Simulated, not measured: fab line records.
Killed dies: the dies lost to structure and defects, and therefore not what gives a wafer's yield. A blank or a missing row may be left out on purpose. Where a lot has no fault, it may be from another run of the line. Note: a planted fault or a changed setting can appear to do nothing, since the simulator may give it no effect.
fab line records	flow nand-harc
record: lots: 24	wafers: 72	last-day: 24
route steps=1159 shown A_CONTACT@862
lots with no fault: from the same line, run without faults
start-h: hours from the record's first day to the start of the lot's first wafer shown	wait-h: how many hours have passed since the lot's step before this one	" repeats the value in the row above	L1.1+2: one row covering several wafers at once	- no value, or no start given	* or withheld: withheld	< > ~ a bound
route shown NAME@n: NAME is a module with steps in the file, n the number in the route of the first one	usual: average and standard deviation across the fault-free wafers	same: alike in all rows	chamber/n: place in a boat	sites: each site's reading	_std_site: how widely they spread, as a standard deviation	_edge_site: inner sites' mean taken away from outer sites' mean	radius-mm: how far each site lies from the wafer's centre	mask NAME#n: copy n	behind: the most recent tool/chamber to have shaped the wafer	hold: reason for holding the lot/hours on hold/outcome of the hold	device: transistor that didn't switch, given as n, p or np	end of line: tests of these same wafers at the route's end	where a step has no rows: the recipe by itself	killed: not the wafer's yield, but the dies lost to structure and defects at the first sort	map: a wafer's dies, x killed, . not, _ none there
set.NAME: the setting the step ran with; set.NAME@STEP: the setting that earlier step ran with	model.NAME: the simulator's own value behind a step, which no gauge read
one table for each step of the route and one row for each wafer, over a sample of lots
== steps ==
step: NHARC_A_CONTACT_ETCH_111
recipe: source-w: withheld	pressure-mtorr: 20	bias-v: withheld	time-s: 140	target-depth-a: 7000	ar-flow-sccm: withheld	c4f8-flow-sccm: withheld	o2-flow-sccm: withheld	chemistry: C4F8/O2/Ar
lot.wafer	tool	chamber	start-h	wait-h	rf-hours-counter-h
L074.1	har-cap-etch-02	1	367.34	-	7
L074.4	"	1	"	"	-
L074.6	"	0	"	"	-
L075.4	har-cap-etch-01	1	373.17	-	-
L075.3	"	0	"	"	-
L075.6	"	0	"	"	-
L077.1	har-cap-etch-02	0	377.66	-	10
L077.3	"	1	"	"	-
L077.4	"	0	"	"	-
L076.3	har-cap-etch-03	0	378.32	-	-
L076.6	"	1	"	"	-
L076.5	"	0	"	"	-
L078.4	har-cap-etch-01	0	403.61	-	-
L078.6	"	1	"	"	-
L078.5	"	0	"	"	-
L079.1	har-cap-etch-02	1	407.95	-	14
L079.5	"	0	"	"	-
L079.6	"	1	"	"	-
L080.2	har-cap-etch-01	1	415.24	-	61
L080.3	"	0	"	"	-
L080.4	"	1	"	"	-
L082.1	har-cap-etch-03	1	417.76	-	90
L082.4	"	0	"	"	-
L082.5	"	0	"	"	-
L081.1	har-cap-etch-01	1	420.87	-	62
L081.5	"	0	"	"	-
L081.6	"	1	"	"	-
L083.1	har-cap-etch-01	0	434.65	-	66
L083.3	"	0	"	"	-
L083.5	"	1	"	"	-
L084.2	har-cap-etch-02	0	440.71	-	19
L084.4	"	1	"	"	-
L084.3	"	0	"	"	-
L087.2	har-cap-etch-03	1	443.05	-	94
L087.1	"	0	"	"	94
L087.4	"	0	"	"	-
L085.2	har-cap-etch-01	0	450.12	-	68
L085.3	"	0	"	"	-
L085.5	"	1	"	"	-
L086.2	har-cap-etch-01	1	454.18	-	69
L086.6	"	0	"	"	-
L086.5	"	1	"	"	-
L088.1	har-cap-etch-02	1	456.16	-	23
L088.2	"	0	"	"	23
L088.4	"	1	"	"	-
L089.2	har-cap-etch-03	0	456.42	-	96
L089.4	"	0	"	"	-
L089.5	"	1	"	"	-
L091.3	har-cap-etch-02	0	466.64	-	-
L091.6	"	1	"	"	-
L091.5	"	0	"	"	-
L090.1	har-cap-etch-02	1	468.06	-	26
L090.3	"	0	"	"	-
L090.5	"	0	"	"	-
L092.1	har-cap-etch-01	0	482.93	-	75
L092.3	"	0	"	"	-
L092.4	"	1	"	"	-
L094.2	har-cap-etch-01	0	494.08	-	77
L094.1	"	1	"	"	77
L094.5	"	1	"	"	-
L096.1	har-cap-etch-02	1	498.17	-	30
L096.4	"	0	"	"	-
L096.6	"	1	"	"	-
L095.3	har-cap-etch-01	0	501.24	-	-
L095.5	"	1	"	"	-
L095.6	"	0	"	"	-
L093.1	har-cap-etch-03	0	502.18	-	104
L093.4	"	0	"	"	-
L093.6	"	1	"	"	-
L097.3	har-cap-etch-02	0	516.67	-	-
L097.4	"	1	"	"	-
L097.5	"	1	"	"	-
step: NHARC_A_CONTACT_ETCH_115
recipe: source-w: withheld	pressure-mtorr: 20	bias-v: 3000	time-s: 94	target-depth-a: 9220	ar-flow-sccm: withheld	c4f8-flow-sccm: withheld	o2-flow-sccm: withheld	chemistry: C4F8/O2/Ar
lot.wafer	tool	chamber	start-h	wait-h	rf-hours-counter-h
L074.1	har-cap-etch-02	1	367.81	0.1	8
L074.4	"	1	"	"	-
L074.6	"	0	"	"	-
L075.4	har-cap-etch-01	1	373.61	0.1	-
L075.3	"	0	"	"	-
L075.6	"	0	"	"	-
L077.1	har-cap-etch-02	0	378.12	0.1	10
L077.3	"	1	"	"	-
L077.4	"	0	"	"	-
L076.3	har-cap-etch-03	0	378.74	0.1	-
L076.6	"	1	"	"	-
L076.5	"	0	"	"	-
L078.4	har-cap-etch-01	0	404.17	0.1	-
L078.6	"	1	"	"	-
L078.5	"	0	"	"	-
L079.1	har-cap-etch-02	1	408.56	0.1	14
L079.5	"	0	"	"	-
L079.6	"	1	"	"	-
L080.2	har-cap-etch-01	1	415.70	0.1	62
L080.3	"	0	"	"	-
L080.4	"	1	"	"	-
L082.1	har-cap-etch-03	1	418.39	0.1	90
L082.4	"	0	"	"	-
L082.5	"	0	"	"	-
L081.1	har-cap-etch-01	1	421.32	0.1	63
L081.5	"	0	"	"	-
L081.6	"	1	"	"	-
L083.1	har-cap-etch-01	0	435.13	0.1	66
L083.3	"	0	"	"	-
L083.5	"	1	"	"	-
L084.2	har-cap-etch-02	0	441.16	0.1	19
L084.4	"	1	"	"	-
L084.3	"	0	"	"	-
L087.2	har-cap-etch-03	1	443.52	0.1	94
L087.1	"	0	"	"	94
L087.4	"	0	"	"	-
L085.2	har-cap-etch-01	0	450.58	0.1	69
L085.3	"	0	"	"	-
L085.5	"	1	"	"	-
L086.2	har-cap-etch-01	1	454.64	0.1	70
L086.6	"	0	"	"	-
L086.5	"	1	"	"	-
L088.1	har-cap-etch-02	1	456.64	0.1	23
L088.2	"	0	"	"	23
L088.4	"	1	"	"	-
L089.2	har-cap-etch-03	0	456.88	0.1	97
L089.4	"	0	"	"	-
L089.5	"	1	"	"	-
L091.3	har-cap-etch-02	0	467.05	0.1	-
L091.6	"	1	"	"	-
L091.5	"	0	"	"	-
L090.1	har-cap-etch-02	1	468.53	0.1	26
L090.3	"	0	"	"	-
L090.5	"	0	"	"	-
L092.1	har-cap-etch-01	0	483.57	0.1	76
L092.3	"	0	"	"	-
L092.4	"	1	"	"	-
L094.2	har-cap-etch-01	0	494.71	0.1	77
L094.1	"	1	"	"	77
L094.5	"	1	"	"	-
L096.1	har-cap-etch-02	1	498.63	0.1	30
L096.4	"	0	"	"	-
L096.6	"	1	"	"	-
L095.3	har-cap-etch-01	0	501.66	0.1	-
L095.5	"	1	"	"	-
L095.6	"	0	"	"	-
L093.1	har-cap-etch-03	0	502.64	0.1	105
L093.4	"	0	"	"	-
L093.6	"	1	"	"	-
L097.3	har-cap-etch-02	0	517.11	0.1	-
L097.4	"	1	"	"	-
L097.5	"	1	"	"	-
step: NHARC_A_CONTACT_ETCH_119
recipe: source-w: withheld	pressure-mtorr: 20	bias-v: 3000	time-s: 94	target-depth-a: 9220	ar-flow-sccm: withheld	c4f8-flow-sccm: withheld	o2-flow-sccm: withheld	chemistry: C4F8/O2/Ar
lot.wafer	tool	chamber	start-h	wait-h	rf-hours-counter-h
L074.1	har-cap-etch-02	1	368.17	0.1	8
L074.4	"	1	"	"	-
L074.6	"	0	"	"	-
L075.4	har-cap-etch-01	1	373.98	0.1	-
L075.3	"	0	"	"	-
L075.6	"	0	"	"	-
L077.1	har-cap-etch-02	0	378.48	0.1	10
L077.3	"	1	"	"	-
L077.4	"	0	"	"	-
L076.3	har-cap-etch-03	0	379.10	0.1	-
L076.6	"	1	"	"	-
L076.5	"	0	"	"	-
L078.4	har-cap-etch-01	0	404.65	0.1	-
L078.6	"	1	"	"	-
L078.5	"	0	"	"	-
L079.1	har-cap-etch-02	1	409.04	0.1	14
L079.5	"	0	"	"	-
L079.6	"	1	"	"	-
L080.2	har-cap-etch-01	1	416.06	0.1	62
L080.3	"	0	"	"	-
L080.4	"	1	"	"	-
L082.1	har-cap-etch-03	1	418.88	0.1	90
L082.4	"	0	"	"	-
L082.5	"	0	"	"	-
L081.1	har-cap-etch-01	1	421.69	0.1	63
L081.5	"	0	"	"	-
L081.6	"	1	"	"	-
L083.1	har-cap-etch-01	0	435.49	0.1	66
L083.3	"	0	"	"	-
L083.5	"	1	"	"	-
L084.2	har-cap-etch-02	0	441.52	0.1	20
L084.4	"	1	"	"	-
L084.3	"	0	"	"	-
L087.2	har-cap-etch-03	1	443.88	0.1	94
L087.1	"	0	"	"	94
L087.4	"	0	"	"	-
L085.2	har-cap-etch-01	0	450.94	0.1	69
L085.3	"	0	"	"	-
L085.5	"	1	"	"	-
L086.2	har-cap-etch-01	1	455.00	0.1	70
L086.6	"	0	"	"	-
L086.5	"	1	"	"	-
L088.1	har-cap-etch-02	1	457.00	0.1	24
L088.2	"	0	"	"	24
L088.4	"	1	"	"	-
L089.2	har-cap-etch-03	0	457.24	0.1	97
L089.4	"	0	"	"	-
L089.5	"	1	"	"	-
L091.3	har-cap-etch-02	0	467.42	0.1	-
L091.6	"	1	"	"	-
L091.5	"	0	"	"	-
L090.1	har-cap-etch-02	1	468.89	0.1	27
L090.3	"	0	"	"	-
L090.5	"	0	"	"	-
L092.1	har-cap-etch-01	0	484.04	0.1	76
L092.3	"	0	"	"	-
L092.4	"	1	"	"	-
L094.2	har-cap-etch-01	0	495.20	0.1	77
L094.1	"	1	"	"	77
L094.5	"	1	"	"	-
L096.1	har-cap-etch-02	1	498.99	0.1	31
L096.4	"	0	"	"	-
L096.6	"	1	"	"	-
L095.3	har-cap-etch-01	0	502.02	0.1	-
L095.5	"	1	"	"	-
L095.6	"	0	"	"	-
L093.1	har-cap-etch-03	0	503.00	0.1	105
L093.4	"	0	"	"	-
L093.6	"	1	"	"	-
L097.3	har-cap-etch-02	0	517.47	0.1	-
L097.4	"	1	"	"	-
L097.5	"	1	"	"	-
step: NHARC_A_CONTACT_ETCH_125
recipe: source-w: withheld	pressure-mtorr: 20	bias-v: 1200	time-s: 155	target-depth-a: 9560	ar-flow-sccm: withheld	c4f8-flow-sccm: withheld	o2-flow-sccm: withheld	chemistry: C4F8/O2/Ar
lot.wafer	tool	chamber	start-h	wait-h	rf-hours-counter-h
L074.1	har-cap-etch-01	0	376.36	0.2	57
L074.4	"	1	"	"	-
L074.6	"	0	"	"	-
L075.3	har-cap-etch-03	0	383.37	0.2	-
L075.4	"	1	"	"	-
L075.6	"	0	"	"	-
L076.3	har-cap-etch-02	0	386.20	0.1	-
L076.5	"	1	"	"	-
L076.6	"	0	"	"	-
L077.1	har-cap-etch-03	1	387.81	0.2	86
L077.4	"	1	"	"	-
L077.3	"	0	"	"	-
L078.4	har-cap-etch-03	0	413.07	0.1	-
L078.5	"	1	"	"	-
L078.6	"	0	"	"	-
L079.1	har-cap-etch-02	0	416.91	0.2	15
L079.6	"	1	"	"	-
L079.5	"	0	"	"	-
L080.2	har-cap-etch-03	1	425.27	0.2	91
L080.4	"	1	"	"	-
L080.3	"	0	"	"	-
L082.1	har-cap-etch-02	0	426.44	0.2	17
L082.4	"	0	"	"	-
L082.5	"	0	"	"	-
L081.1	har-cap-etch-01	0	427.88	0.2	64
L081.5	"	1	"	"	-
L081.6	"	0	"	"	-
L083.1	har-cap-etch-01	0	442.60	0.2	67
L083.3	"	0	"	"	-
L083.5	"	0	"	"	-
L084.2	har-cap-etch-02	0	447.95	0.2	20
L084.4	"	1	"	"	-
L084.3	"	0	"	"	-
L087.1	har-cap-etch-02	0	451.92	0.2	22
L087.2	"	1	"	"	22
L087.4	"	1	"	"	-
L085.2	har-cap-etch-01	1	458.13	0.2	71
L085.3	"	0	"	"	-
L085.5	"	1	"	"	-
L086.2	har-cap-etch-03	0	461.27	0.2	98
L086.6	"	1	"	"	-
L086.5	"	0	"	"	-
L089.2	har-cap-etch-01	0	463.81	0.2	72
L089.4	"	0	"	"	-
L089.5	"	1	"	"	-
L088.1	har-cap-etch-03	0	467.25	0.2	99
L088.2	"	1	"	"	99
L088.4	"	1	"	"	-
L091.3	har-cap-etch-03	0	473.83	0.1	-
L091.6	"	1	"	"	-
L091.5	"	0	"	"	-
L090.1	har-cap-etch-02	0	479.11	0.2	28
L090.3	"	1	"	"	-
L090.5	"	1	"	"	-
L092.1	har-cap-etch-03	1	492.22	0.2	102
L092.3	"	0	"	"	-
L092.4	"	1	"	"	-
L094.2	har-cap-etch-02	1	501.82	0.2	31
L094.1	"	0	"	"	31
L094.5	"	1	"	"	-
L096.1	har-cap-etch-01	0	505.59	0.2	79
L096.4	"	0	"	"	-
L096.6	"	0	"	"	-
L095.3	har-cap-etch-02	0	508.44	0.1	-
L095.6	"	0	"	"	-
L095.5	"	1	"	"	-
L093.1	har-cap-etch-03	1	510.02	0.2	106
L093.4	"	0	"	"	-
L093.6	"	1	"	"	-
L097.3	har-cap-etch-02	0	523.97	0.1	-
L097.4	"	1	"	"	-
L097.5	"	0	"	"	-
step: NHARC_A_CONTACT_ETCH_131
recipe: source-w: withheld	pressure-mtorr: 20	bias-v: 1200	time-s: 155	target-depth-a: 9560	ar-flow-sccm: withheld	c4f8-flow-sccm: withheld	o2-flow-sccm: withheld	chemistry: C4F8/O2/Ar
lot.wafer	tool	chamber	start-h	wait-h	rf-hours-counter-h
L074.1	har-cap-etch-01	0	377.21	0.1	57
L074.4	"	1	"	"	-
L074.6	"	0	"	"	-
L075.3	har-cap-etch-03	0	384.50	0.2	-
L075.4	"	1	"	"	-
L075.6	"	0	"	"	-
L076.3	har-cap-etch-02	0	387.05	0.1	-
L076.5	"	1	"	"	-
L076.6	"	0	"	"	-
L077.1	har-cap-etch-03	1	388.66	0.1	87
L077.4	"	1	"	"	-
L077.3	"	0	"	"	-
L078.4	har-cap-etch-03	0	413.93	0.1	-
L078.5	"	1	"	"	-
L078.6	"	0	"	"	-
L079.1	har-cap-etch-02	0	417.77	0.1	16
L079.6	"	1	"	"	-
L079.5	"	0	"	"	-
L080.2	har-cap-etch-03	1	426.12	0.1	92
L080.4	"	1	"	"	-
L080.3	"	0	"	"	-
L082.1	har-cap-etch-02	0	427.28	0.1	18
L082.4	"	0	"	"	-
L082.5	"	0	"	"	-
L081.1	har-cap-etch-01	0	428.74	0.1	65
L081.5	"	1	"	"	-
L081.6	"	0	"	"	-
L083.1	har-cap-etch-01	0	443.45	0.1	68
L083.3	"	0	"	"	-
L083.5	"	0	"	"	-
L084.2	har-cap-etch-02	0	448.81	0.1	21
L084.4	"	1	"	"	-
L084.3	"	0	"	"	-
L087.1	har-cap-etch-02	0	452.77	0.1	22
L087.2	"	1	"	"	22
L087.4	"	1	"	"	-
L085.2	har-cap-etch-01	1	458.98	0.1	72
L085.3	"	0	"	"	-
L085.5	"	1	"	"	-
L086.2	har-cap-etch-03	0	462.11	0.1	98
L086.6	"	1	"	"	-
L086.5	"	0	"	"	-
L089.2	har-cap-etch-01	0	464.66	0.1	73
L089.4	"	0	"	"	-
L089.5	"	1	"	"	-
L088.1	har-cap-etch-03	0	468.10	0.1	100
L088.2	"	1	"	"	100
L088.4	"	1	"	"	-
L091.3	har-cap-etch-03	0	474.68	0.1	-
L091.6	"	1	"	"	-
L091.5	"	0	"	"	-
L090.1	har-cap-etch-02	0	479.96	0.1	29
L090.3	"	1	"	"	-
L090.5	"	1	"	"	-
L092.1	har-cap-etch-03	1	493.07	0.1	103
L092.3	"	0	"	"	-
L092.4	"	1	"	"	-
L094.2	har-cap-etch-02	1	502.66	0.1	32
L094.1	"	0	"	"	32
L094.5	"	1	"	"	-
L096.1	har-cap-etch-01	0	506.44	0.1	80
L096.4	"	0	"	"	-
L096.6	"	0	"	"	-
L095.3	har-cap-etch-02	0	509.28	0.1	-
L095.6	"	0	"	"	-
L095.5	"	1	"	"	-
L093.1	har-cap-etch-03	1	510.87	0.1	107
L093.4	"	0	"	"	-
L093.6	"	1	"	"	-
L097.3	har-cap-etch-02	0	524.82	0.1	-
L097.4	"	1	"	"	-
L097.5	"	0	"	"	-
step: NHARC_A_CONTACT_OVL_MEAS_09
usual: overlay-x-nm: 0.0/0.89	overlay-y-nm: 0.1/0.89
lot.wafer	tool	chamber	start-h	wait-h	overlay-x-nm	overlay-y-nm
L074.1	overlay-01	-	383.05	-	-0.3	2.0
L074.4	"	-	"	"	-0.1	2.1
L074.6	"	-	"	"	-0.7	1.8
L075.3	overlay-02	-	388.65	-	-0.9	-0.1
L075.4	"	-	"	"	-1.2	0.6
L075.6	"	-	"	"	-0.9	0.3
L076.3	overlay-01	-	391.15	-	0.5	0.4
L076.5	"	-	"	"	-0.3	0.2
L076.6	"	-	"	"	0.4	0.2
L077.1	overlay-01	-	392.76	-	-0.7	0.0
L077.3	"	-	"	"	-0.7	-0.1
L077.4	"	-	"	"	-0.3	-0.6
L078.4	overlay-01	-	420.72	-	1.4	-1.2
L078.5	"	-	"	"	1.5	-0.6
L078.6	"	-	"	"	1.5	-1.0
L079.1	overlay-01	-	424.35	-	0.0	0.9
L079.5	"	-	"	"	0.0	0.7
L079.6	"	-	"	"	-0.1	1.3
L080.2	overlay-01	-	431.04	-	1.3	0.7
L080.3	"	-	"	"	1.6	0.5
L080.4	"	-	"	"	1.7	1.2
L082.1	overlay-02	-	432.07	-	-0.2	1.6
L082.4	"	-	"	"	-0.3	1.5
L082.5	"	-	"	"	0.0	2.2
L081.1	overlay-01	-	434.56	-	0.5	-0.6
L081.5	"	-	"	"	0.4	-1.2
L081.6	"	-	"	"	0.6	-1.3
L083.1	overlay-02	-	449.85	-	1.6	0.4
L083.3	"	-	"	"	1.8	-0.2
L083.5	"	-	"	"	1.2	0.0
L084.2	overlay-02	-	453.33	-	-0.2	-0.8
L084.3	"	-	"	"	-0.1	-0.2
L084.4	"	-	"	"	0.2	-0.4
L087.1	overlay-02	-	457.80	-	-0.2	0.6
L087.2	"	-	"	"	0.4	0.2
L087.4	"	-	"	"	-0.2	-0.5
L085.2	overlay-02	-	466.27	-	0.5	-1.2
L085.3	"	-	"	"	0.4	-1.1
L085.5	"	-	"	"	0.4	-1.4
L086.2	overlay-01	-	468.99	-	-0.4	-1.0
L086.5	"	-	"	"	-0.4	-0.6
L086.6	"	-	"	"	-0.3	0.0
L089.2	overlay-01	-	470.01	-	-0.3	0.3
L089.4	"	-	"	"	-0.5	0.5
L089.5	"	-	"	"	0.1	0.3
L088.1	overlay-02	-	472.93	-	0.1	-1.1
L088.2	"	-	"	"	0.0	-0.6
L088.4	"	-	"	"	-0.2	-0.5
L091.3	overlay-01	-	478.93	-	-1.1	-0.7
L091.5	"	-	"	"	-1.1	-0.2
L091.6	"	-	"	"	-1.4	-1.0
L090.1	overlay-02	-	484.99	-	0.8	-0.4
L090.3	"	-	"	"	1.2	-0.7
L090.5	"	-	"	"	1.0	-0.5
L092.1	overlay-02	-	497.53	-	1.3	0.7
L092.3	"	-	"	"	1.8	0.8
L092.4	"	-	"	"	1.9	0.4
L094.1	overlay-01	-	506.87	-	-0.5	0.2
L094.2	"	-	"	"	-0.5	0.4
L094.5	"	-	"	"	-1.2	0.0
L096.1	overlay-01	-	512.17	-	-0.5	0.7
L096.4	"	-	"	"	-0.8	0.4
L096.6	"	-	"	"	-0.6	-0.3
L095.3	overlay-02	-	513.54	-	-0.6	0.4
L095.5	"	-	"	"	-1.3	-0.1
L095.6	"	-	"	"	-0.6	0.3
L093.1	overlay-02	-	515.13	-	0.3	0.5
L093.4	"	-	"	"	0.5	0.7
L093.6	"	-	"	"	0.2	0.7
L097.3	overlay-01	-	529.18	-	-1.8	1.2
L097.4	"	-	"	"	-1.7	1.1
L097.5	"	-	"	"	-2.3	2.0
== key ==
fault none
